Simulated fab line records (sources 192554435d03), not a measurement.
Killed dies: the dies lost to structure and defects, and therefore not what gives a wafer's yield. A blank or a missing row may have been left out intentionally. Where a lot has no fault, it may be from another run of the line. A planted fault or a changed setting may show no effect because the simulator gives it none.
The tool behind it: which one? | flow n5Finfet | 24 lots, 72 wafers sampled, at 6 steps of a route of 1938

WHAT THE GAUGES READ, wafer by wafer
Not one reading of a measure or inspect step in the record can be checked against a usual standard deviation.

TOOL THAT RAN EACH LOT (tool first, then ch and the chambers of the sampled wafers, then the start)
lot  | N5_GATE_CUT_SAC_CAP_01           | N5_GATE_CUT_HM_DEP_46          | N5_GATE_CUT_STRIP_42              | N5_GATE_CUT_CUT_ETCH_53          | N5_GATE_CUT_VAPOR_ETCH_49        | N5_GATE_CUT_CMP_23
L074 | aldSin-01 ch 1,2,3, day 4 10:52  | pecvd-02 ch 0,2, day 4 13:28   | rieDiel-02 ch 0,1,2, day 4 14:10  | rieMetal-01 ch 0,1, day 4 14:19  | rieMetal-01 ch 0,1, day 4 14:32  | cmp-01 ch 1,2,3, day 4 16:16
L075 | aldSin-01 ch 1,2,3, day 4 21:47  | pecvd-03 ch 1,2, day 5 00:23   | rieDiel-02 ch 1,3, day 5 01:05    | rieMetal-03 ch 0,1, day 5 01:16  | rieMetal-03 ch 0,1, day 5 01:28  | cmp-03 ch 0,2,3, day 5 04:19
L076 | aldSin-03 ch 0,2,3, day 4 21:57  | pecvd-02 ch 1,2, day 5 00:33   | rieDiel-06 ch 0,1,2, day 5 01:16  | rieMetal-01 ch 0,1, day 5 01:25  | rieMetal-01 ch 0,1, day 5 01:37  | cmp-01 ch 0,1,3, day 5 04:24
L077 | aldSin-01 ch 0,1,2, day 5 06:33  | pecvd-01 ch 0,1,2, day 5 09:09 | rieDiel-02 ch 2,3, day 5 10:01    | rieMetal-03 ch 0,1, day 5 10:10  | rieMetal-03 ch 0,1, day 5 10:23  | cmp-04 ch 0,1,2, day 5 12:07
L078 | aldSin-04 ch 1,2, day 5 08:16    | pecvd-02 ch 0,1, day 5 10:51   | rieDiel-06 ch 1,3, day 5 11:34    | rieMetal-03 ch 0,1, day 5 11:43  | rieMetal-03 ch 0,1, day 5 11:55  | cmp-04 ch 0,2,3, day 5 13:43
L079 | aldSin-04 ch 1,2,3, day 5 14:47  | pecvd-02 ch 0,2, day 5 17:23   | rieDiel-02 ch 0,2,3, day 5 18:24  | rieMetal-03 ch 0,1, day 5 18:33  | rieMetal-03 ch 0,1, day 5 18:46  | cmp-04 ch 0,1, day 5 20:29
L080 | aldSin-01 ch 0,2,3, day 6 01:05  | pecvd-02 ch 0,1, day 6 03:41   | rieDiel-06 ch 1,2,3, day 6 04:27  | rieMetal-02 ch 0,1, day 6 04:36  | rieMetal-02 ch 0,1, day 6 04:49  | cmp-01 ch 1,2,3, day 6 06:34
L081 | aldSin-03 ch 1,2, day 6 01:32    | pecvd-02 ch 0,1,2, day 6 04:08 | rieDiel-02 ch 0,1,2, day 6 04:50  | rieMetal-01 ch 0,1, day 6 04:59  | rieMetal-01 ch 0,1, day 6 05:11  | cmp-01 ch 0,1, day 6 06:55
L082 | aldSin-03 ch 0,2, day 6 11:29    | pecvd-03 ch 0,2, day 6 14:05   | rieDiel-02 ch 1,2,3, day 6 15:01  | rieMetal-02 ch 0,1, day 6 15:10  | rieMetal-02 ch 0,1, day 6 15:22  | cmp-03 ch 0,2,3, day 6 17:08
L083 | aldSin-04 ch 0,2,3, day 6 13:19  | pecvd-02 ch 0,1,2, day 6 15:55 | rieDiel-02 ch 0,1,2, day 6 16:45  | rieMetal-02 ch 0,1, day 6 16:54  | rieMetal-02 ch 0,1, day 6 17:07  | cmp-01 ch 0,1,3, day 6 19:05
L084 | aldSin-04 ch 1,3, day 6 23:58    | pecvd-02 ch 0,1,2, day 7 02:35 | rieDiel-02 ch 1,2, day 7 03:17    | rieMetal-02 ch 0,1, day 7 03:26  | rieMetal-02 ch 0,1, day 7 03:38  | cmp-01 ch 0,1,3, day 7 05:22
L085 | aldSin-04 ch 0,1,3, day 7 06:19  | pecvd-03 ch 0,2, day 7 08:56   | rieDiel-05 ch 0,2,3, day 7 09:40  | rieMetal-01 ch 1, day 7 09:49    | rieMetal-01 ch 1, day 7 10:01    | cmp-04 ch 0,1,2, day 7 12:01
L086 | aldSin-04 ch 0,1, day 7 11:55    | pecvd-02 ch 0,2, day 7 14:31   | rieDiel-02 ch 1,2,3, day 7 15:22  | rieMetal-03 ch 1, day 7 15:31    | rieMetal-03 ch 1, day 7 15:44    | cmp-01 ch 1,3, day 7 17:46
L087 | aldSin-03 ch 0,3, day 7 17:07    | pecvd-02 ch 0,2, day 7 19:44   | rieDiel-02 ch 0,2, day 7 20:28    | rieMetal-02 ch 0, day 7 20:37    | rieMetal-02 ch 0, day 7 20:49    | cmp-04 ch 0,3, day 7 22:35
L088 | aldSin-01 ch 2,3, day 7 22:41    | pecvd-01 ch 1,2, day 8 01:17   | rieDiel-02 ch 1,2,3, day 8 02:19  | rieMetal-01 ch 0,1, day 8 02:28  | rieMetal-01 ch 0,1, day 8 02:40  | cmp-04 ch 2,3, day 8 04:47
L089 | aldSin-01 ch 0,3, day 8 05:03    | pecvd-03 ch 1,2, day 8 07:40   | rieDiel-06 ch 1,3, day 8 08:35    | rieMetal-01 ch 0,1, day 8 08:44  | rieMetal-01 ch 0,1, day 8 08:56  | cmp-03 ch 1,2, day 8 10:40
L090 | aldSin-01 ch 0,1,3, day 8 09:05  | pecvd-01 ch 0,1,2, day 8 10:37 | rieDiel-05 ch 0,1, day 8 11:25    | rieMetal-03 ch 0,1, day 8 11:35  | rieMetal-03 ch 0,1, day 8 11:47  | cmp-03 ch 0,3, day 8 13:32
L091 | aldSin-03 ch 1,2,3, day 8 13:34  | pecvd-01 ch 0,1,2, day 8 16:10 | rieDiel-05 ch 0,2,3, day 8 16:52  | rieMetal-03 ch 0, day 8 17:01    | rieMetal-03 ch 0, day 8 17:13    | cmp-01 ch 0,1,3, day 8 19:36
L092 | aldSin-04 ch 0,1,3, day 8 19:32  | pecvd-03 ch 0,1,2, day 8 22:08 | rieDiel-06 ch 2,3, day 8 22:58    | rieMetal-01 ch 1, day 8 23:07    | rieMetal-01 ch 1, day 8 23:19    | cmp-01 ch 1,3, day 9 01:05
L093 | aldSin-03 ch 0,1,2, day 9 03:38  | pecvd-02 ch 1,2, day 9 06:13   | rieDiel-02 ch 0,2,3, day 9 07:11  | rieMetal-03 ch 0,1, day 9 07:20  | rieMetal-03 ch 0,1, day 9 07:33  | cmp-01 ch 0,1, day 9 09:16
L094 | aldSin-01 ch 0,2, day 9 13:20    | pecvd-02 ch 0,2, day 9 17:04   | rieDiel-05 ch 0,3, day 9 17:46    | rieMetal-01 ch 0,1, day 9 17:55  | rieMetal-01 ch 0,1, day 9 18:07  | cmp-04 ch 0,2, day 9 19:53
L095 | aldSin-04 ch 1,3, day 9 15:48    | pecvd-02 ch 0,2, day 9 18:25   | rieDiel-05 ch 0,1,3, day 9 19:09  | rieMetal-02 ch 0,1, day 9 19:18  | rieMetal-02 ch 0,1, day 9 19:31  | cmp-01 ch 0,1, day 9 21:14
L096 | aldSin-04 ch 1,3, day 9 22:49    | pecvd-01 ch 1, day 10 01:26    | rieDiel-06 ch 0,2,3, day 10 02:10 | rieMetal-03 ch 1, day 10 02:19   | rieMetal-03 ch 1, day 10 02:31   | cmp-04 ch 0,2, day 10 04:23
L097 | aldSin-03 ch 0,1,2, day 10 03:56 | pecvd-03 ch 0,2, day 10 06:32  | rieDiel-06 ch 0,2,3, day 10 07:22 | rieMetal-01 ch 0,1, day 10 07:31 | rieMetal-01 ch 0,1, day 10 07:44 | cmp-01 ch 0,2,3, day 10 09:27
- N5_GATE_CUT_SAC_CAP_01: material SiNx, target thk 24 nm, pulse time 1 s, ald cycles 480.
- N5_GATE_CUT_HM_DEP_46: deposits SiO2 from TEOS/O2, target thk 130 nm, time 26.6 s.
- N5_GATE_CUT_STRIP_42: strips in O2.
- N5_GATE_CUT_CUT_ETCH_53: etches W in SF6/Cl2, target depth 79.2 nm.
- N5_GATE_CUT_VAPOR_ETCH_49: etches TiAlC in BCl3/Cl2.
- N5_GATE_CUT_CMP_23: polishes, stops on SiO2, t overpolish 23.4 s, target thk 16 nm.

AS READ BY THE TOOLS THEMSELVES (means over the sampled wafers that have a number; for cases with no such wafer, the mark the record gives instead)
N5_GATE_CUT_SAC_CAP_01. Usual: heaterPowerW 842 W, standard deviation 64; precursorPulseHeightRel 1.000, standard deviation 0.02.
lot  | tool      | heaterPowerW (W) | precursorPulseHeightRel | flag
L074 | aldSin-01 | 799              | 1.015                   | 
L075 | aldSin-01 | 793              | 1.032                   | 
L076 | aldSin-03 | 832              | 1.011                   | 
L077 | aldSin-01 | 860              | 0.996                   | 
L078 | aldSin-04 | 848              | 0.991                   | 
L079 | aldSin-04 | 841              | 0.983                   | 
L080 | aldSin-01 | 889              | 0.996                   | 
L081 | aldSin-03 | 797              | 0.987                   | 
L082 | aldSin-03 | 796              | 1.008                   | 
L083 | aldSin-04 | 848              | 0.985                   | 
L084 | aldSin-04 | 820              | 0.988                   | 
L085 | aldSin-04 | 825              | 1.005                   | 
L086 | aldSin-04 | 843              | 0.999                   | 
L087 | aldSin-03 | 892              | 1.002                   | 
L088 | aldSin-01 | 843              | 0.998                   | 
L089 | aldSin-01 | 851              | 1.002                   | 
L090 | aldSin-01 | 836              | 1.000                   | 
L091 | aldSin-03 | 841              | 0.997                   | 
L092 | aldSin-04 | 831              | 1.012                   | 
L093 | aldSin-03 | 797              | 1.004                   | 
L094 | aldSin-01 | 917              | 0.997                   | 
L095 | aldSin-04 | 825              | 1.009                   | 
L096 | aldSin-04 | 823              | 1.004                   | 
L097 | aldSin-03 | 782              | 1.002                   | 

N5_GATE_CUT_HM_DEP_46. Usual: heaterPowerW 563 W, standard deviation 110; showerheadPlenumPTorr 8.34 Torr, standard deviation 0.033; showerheadVppV 1820 V, standard deviation 43; throttleValvePct 19.2 %, standard deviation 1.2.
lot  | tool     | heaterPowerW (W) | showerheadPlenumPTorr (Torr) | showerheadVppV (V) | throttleValvePct (%) | flag
L074 | pecvd-02 | 716              | 8.31                         | 1836               | 18.6                 | 
L075 | pecvd-03 | 433              | 8.35                         | 1852               | 18.2                 | 
L076 | pecvd-02 | 698              | 8.32                         | 1836               | 18.3                 | 
L077 | pecvd-01 | 477              | 8.34                         | 1785               | 19.6                 | 
L078 | pecvd-02 | 558              | 8.33                         | 1859               | 19.5                 | 
L079 | pecvd-02 | 727              | 8.34                         | 1833               | 18.8                 | 
L080 | pecvd-02 | 653              | 8.33                         | 1870               | 20.1                 | 
L081 | pecvd-02 | 672              | 8.32                         | 1850               | 18.9                 | 
L082 | pecvd-03 | 481              | 8.36                         | 1841               | 18.0                 | 
L083 | pecvd-02 | 653              | 8.33                         | 1837               | 19.1                 | 
L084 | pecvd-02 | 639              | 8.32                         | 1860               | 19.1                 | 
L085 | pecvd-03 | 472              | 8.36                         | 1843               | 18.0                 | 
L086 | pecvd-02 | 701              | 8.33                         | 1835               | 18.8                 | 
L087 | pecvd-02 | 633              | 8.31                         | 1830               | 19.4                 | 
L088 | pecvd-01 | 481              | 8.38                         | 1778               | 20.1                 | 
L089 | pecvd-03 | 481              | 8.37                         | 1803               | 19.1                 | 
L090 | pecvd-01 | 477              | 8.37                         | 1772               | 19.7                 | 
L091 | pecvd-01 | 546              | 8.35                         | 1775               | 19.8                 | 
L092 | pecvd-03 | 506              | 8.37                         | 1781               | 18.8                 | 
L093 | pecvd-02 | 642              | 8.35                         | 1821               | 18.7                 | 
L094 | pecvd-02 | 592              | 8.31                         | 1825               | 18.9                 | 
L095 | pecvd-02 | 588              | 8.32                         | 1829               | 18.8                 | 
L096 | pecvd-01 | 639              | 8.41                         | 1795               | 21.8                 | 
L097 | pecvd-03 | 498              | 8.37                         | 1809               | 18.6                 | 

N5_GATE_CUT_STRIP_42. Usual: drypumpMotorCurrentA 5.6 A, standard deviation 0.43; oesProductAu 0.78 a.u., standard deviation 0.06; rfVppV 3.7 V, standard deviation 0.48; showerheadPlenumPTorr 2.10 Torr, standard deviation 0.081; throttleValvePct 16.58 %, standard deviation 0.17.
lot  | tool       | drypumpMotorCurrentA (A) | oesProductAu (a.u.) | rfVppV (V) | showerheadPlenumPTorr (Torr) | throttleValvePct (%) | flag
L074 | rieDiel-02 | 5.6                      | 0.78                | 3.6        | 2.06                         | 16.54                | 
L075 | rieDiel-02 | 5.7                      | 0.78                | 3.4        | 2.12                         | 16.47                | 
L076 | rieDiel-06 | 5.2                      | 0.75                | 3.7        | 2.15                         | 16.68                | 
L077 | rieDiel-02 | 5.6                      | 0.76                | 3.8        | 2.14                         | 16.61                | 
L078 | rieDiel-06 | 5.1                      | 0.73                | 3.8        | 2.03                         | 16.63                | 
L079 | rieDiel-02 | 5.5                      | 0.76                | 3.9        | 2.12                         | 16.66                | 
L080 | rieDiel-06 | 5.3                      | 0.78                | 3.5        | 2.08                         | 16.58                | 
L081 | rieDiel-02 | 5.7                      | 0.77                | 3.7        | 2.06                         | 16.56                | 
L082 | rieDiel-02 | 5.8                      | 0.76                | 3.6        | 2.08                         | 16.53                | 
L083 | rieDiel-02 | 5.6                      | 0.77                | 3.5        | 2.06                         | 16.57                | 
L084 | rieDiel-02 | 6.0                      | 0.77                | 4.0        | 2.02                         | 16.43                | 
L085 | rieDiel-05 | 5.4                      | 0.84                | 4.0        | 2.16                         | 16.53                | 
L086 | rieDiel-02 | 5.8                      | 0.76                | 3.9        | 2.08                         | 16.55                | 
L087 | rieDiel-02 | 5.6                      | 0.72                | 4.2        | 2.07                         | 16.73                | 
L088 | rieDiel-02 | 5.8                      | 0.75                | 3.7        | 2.08                         | 16.55                | 
L089 | rieDiel-06 | 5.5                      | 0.76                | 3.4        | 1.98                         | 16.51                | 
L090 | rieDiel-05 | 5.9                      | 0.85                | 3.7        | 2.13                         | 16.59                | 
L091 | rieDiel-05 | 5.4                      | 0.83                | 3.6        | 2.16                         | 16.54                | 
L092 | rieDiel-06 | 5.6                      | 0.82                | 3.2        | 2.13                         | 16.56                | 
L093 | rieDiel-02 | 5.5                      | 0.73                | 2.9        | 2.11                         | 16.71                | 
L094 | rieDiel-05 | 5.5                      | 0.83                | 3.7        | 2.13                         | 16.58                | 
L095 | rieDiel-05 | 5.7                      | 0.84                | 3.7        | 2.13                         | 16.61                | 
L096 | rieDiel-06 | 5.7                      | 0.84                | 4.0        | 2.09                         | 16.45                | 
L097 | rieDiel-06 | 5.7                      | 0.84                | 3.8        | 2.09                         | 16.46                | 

N5_GATE_CUT_CUT_ETCH_53. Usual: drypumpMotorCurrentA 5.8 A, standard deviation 0.55; etchRfOnTimeS 26.5 s, standard deviation 0.87; oesProductAu 0.67 a.u., standard deviation 0.08; throttleValvePct 29.10 %, standard deviation 0.22.
lot  | tool        | drypumpMotorCurrentA (A) | etchRfOnTimeS (s) | oesProductAu (a.u.) | throttleValvePct (%) | flag
L074 | rieMetal-01 | 5.4                      | 26.6              | 0.71                | 29.01                | 
L075 | rieMetal-03 | 5.7                      | 26.7              | 0.74                | 29.01                | 
L076 | rieMetal-01 | 5.5                      | 26.2              | 0.66                | 29.07                | 
L077 | rieMetal-03 | 6.1                      | 26.6              | 0.73                | 28.91                | 
L078 | rieMetal-03 | 6.1                      | 26.4              | 0.73                | 28.92                | 
L079 | rieMetal-03 | 6.1                      | 26.5              | 0.73                | 28.92                | 
L080 | rieMetal-02 | 6.1                      | 26.8              | 0.54                | 29.44                | 
L081 | rieMetal-01 | 5.4                      | 26.1              | 0.70                | 29.02                | 
L082 | rieMetal-02 | 6.1                      | 26.8              | 0.54                | 29.45                | 
L083 | rieMetal-02 | 5.8                      | 25.8              | 0.56                | 29.26                | 
L084 | rieMetal-02 | 5.8                      | 25.8              | 0.56                | 29.28                | 
L085 | rieMetal-01 | 5.5                      | 26.2              | 0.61                | 29.15                | 
L086 | rieMetal-03 | 6.6                      | 26.4              | 0.72                | 28.82                | 
L087 | rieMetal-02 | 5.5                      | 24.7              | 0.58                | 29.10                | 
L088 | rieMetal-01 | 5.4                      | 26.4              | 0.69                | 29.03                | 
L089 | rieMetal-01 | 5.4                      | 26.3              | 0.69                | 29.04                | 
L090 | rieMetal-03 | 5.7                      | 27.1              | 0.71                | 29.02                | 
L091 | rieMetal-03 | 5.2                      | 27.6              | 0.71                | 29.12                | 
L092 | rieMetal-01 | 5.5                      | 26.4              | 0.60                | 29.16                | 
L093 | rieMetal-03 | 5.7                      | 26.9              | 0.71                | 29.03                | 
L094 | rieMetal-01 | 5.4                      | 26.2              | 0.68                | 29.04                | 
L095 | rieMetal-02 | 6.1                      | 26.5              | 0.74                | 29.32                | 
L096 | rieMetal-03 | 6.6                      | 27.0              | 0.69                | 28.84                | 
L097 | rieMetal-01 | 5.5                      | 26.3              | 0.64                | 29.12                | 

N5_GATE_CUT_VAPOR_ETCH_49. Usual: drypumpMotorCurrentA 5.8 A, standard deviation 0.54; oesProductAu 0.74 a.u., standard deviation 0.093.
lot  | tool        | drypumpMotorCurrentA (A) | oesProductAu (a.u.) | flag
L074 | rieMetal-01 | 5.4                      | 0.79                | 
L075 | rieMetal-03 | 5.7                      | 0.83                | 
L076 | rieMetal-01 | 5.5                      | 0.73                | 
L077 | rieMetal-03 | 6.1                      | 0.83                | 
L078 | rieMetal-03 | 6.1                      | 0.82                | 
L079 | rieMetal-03 | 6.1                      | 0.82                | 
L080 | rieMetal-02 | 6.1                      | 0.61                | 
L081 | rieMetal-01 | 5.4                      | 0.78                | 
L082 | rieMetal-02 | 6.1                      | 0.61                | 
L083 | rieMetal-02 | 5.8                      | 0.62                | 
L084 | rieMetal-02 | 5.8                      | 0.61                | 
L085 | rieMetal-01 | 5.5                      | 0.66                | 
L086 | rieMetal-03 | 6.6                      | 0.80                | 
L087 | rieMetal-02 | 5.5                      | 0.62                | 
L088 | rieMetal-01 | 5.4                      | 0.76                | 
L089 | rieMetal-01 | 5.4                      | 0.76                | 
L090 | rieMetal-03 | 5.7                      | 0.81                | 
L091 | rieMetal-03 | 5.2                      | 0.81                | 
L092 | rieMetal-01 | 5.5                      | 0.66                | 
L093 | rieMetal-03 | 5.7                      | 0.79                | 
L094 | rieMetal-01 | 5.4                      | 0.76                | 
L095 | rieMetal-02 | 6.1                      | 0.83                | 
L096 | rieMetal-03 | 6.6                      | 0.78                | 
L097 | rieMetal-01 | 5.5                      | 0.70                | 

N5_GATE_CUT_CMP_23. Usual: motorCurrentA 9.3 A, standard deviation 1.2; overpolishRunS 23.397 s, standard deviation 0.0085; slurryFlowMlMin 150.1, standard deviation 0.46; timeToEndpointS 18 s, standard deviation 3.
lot  | tool   | motorCurrentA (A) | overpolishRunS (s) | slurryFlowMlMin | timeToEndpointS (s) | flag
L074 | cmp-01 | 8.8               | 23.405             | 150.3           | 18                  | 
L075 | cmp-03 | 8.8               | 23.393             | 150.3           | 15                  | 
L076 | cmp-01 | 8.7               | 23.399             | 150.0           | 17                  | 
L077 | cmp-04 | 9.1               | 23.398             | 149.9           | 18                  | 
L078 | cmp-04 | 9.5               | 23.389             | 150.0           | 17                  | 
L079 | cmp-04 | 10.1              | 23.399             | 149.9           | 18                  | 
L080 | cmp-01 | 8.6               | 23.390             | 149.6           | 15                  | 
L081 | cmp-01 | 9.6               | 23.398             | 150.3           | 16                  | 
L082 | cmp-03 | 8.4               | 23.400             | 150.0           | 15                  | 
L083 | cmp-01 | 8.8               | 23.398             | 150.2           | 15                  | 
L084 | cmp-01 | 8.7               | 23.397             | 150.0           | 19                  | 
L085 | cmp-04 | 9.6               | 23.404             | 149.8           | 20                  | 
L086 | cmp-01 | 8.1               | 23.400             | 150.3           | 18                  | 
L087 | cmp-04 | 10.1              | 23.409             | 150.0           | 23                  | 
L088 | cmp-04 | 9.6               | 23.397             | 150.4           | 24                  | 
L089 | cmp-03 | 10.2              | 23.400             | 149.5           | 17                  | 
L090 | cmp-03 | 8.0               | 23.395             | 150.0           | 22                  | 
L091 | cmp-01 | 8.6               | 23.393             | 150.0           | 21                  | 
L092 | cmp-01 | 8.2               | 23.410             | 149.8           | 17                  | 
L093 | cmp-01 | 9.7               | 23.400             | 150.2           | 21                  | 
L094 | cmp-04 | 8.8               | 23.391             | 150.1           | 18                  | 
L095 | cmp-01 | 8.7               | 23.401             | 149.9           | 19                  | 
L096 | cmp-04 | 8.6               | 23.393             | 150.2           | 18                  | 
L097 | cmp-01 | 9.6               | 23.398             | 150.5           | 19                  | 

THE ANSWER, worked out from the rows above alone
Rule: lot off if the mean of its wafers having a number is beyond 3 standard deviations from the usual mean. A lot without any number at a reading at which 4 lots or more have one is off too. The other lots that the step has rows for count as sound. After the gauges, taken in route order, come the tools' own readings; for these a lot's mean is taken, as printed above. At the first step where some lot is off, the reading lying furthest off is the one used; lots without a number count as furthest.
Nothing can be told from this: no lot is off at any reading shown.

WHAT WAS PUT IN BY THE SIMULATOR
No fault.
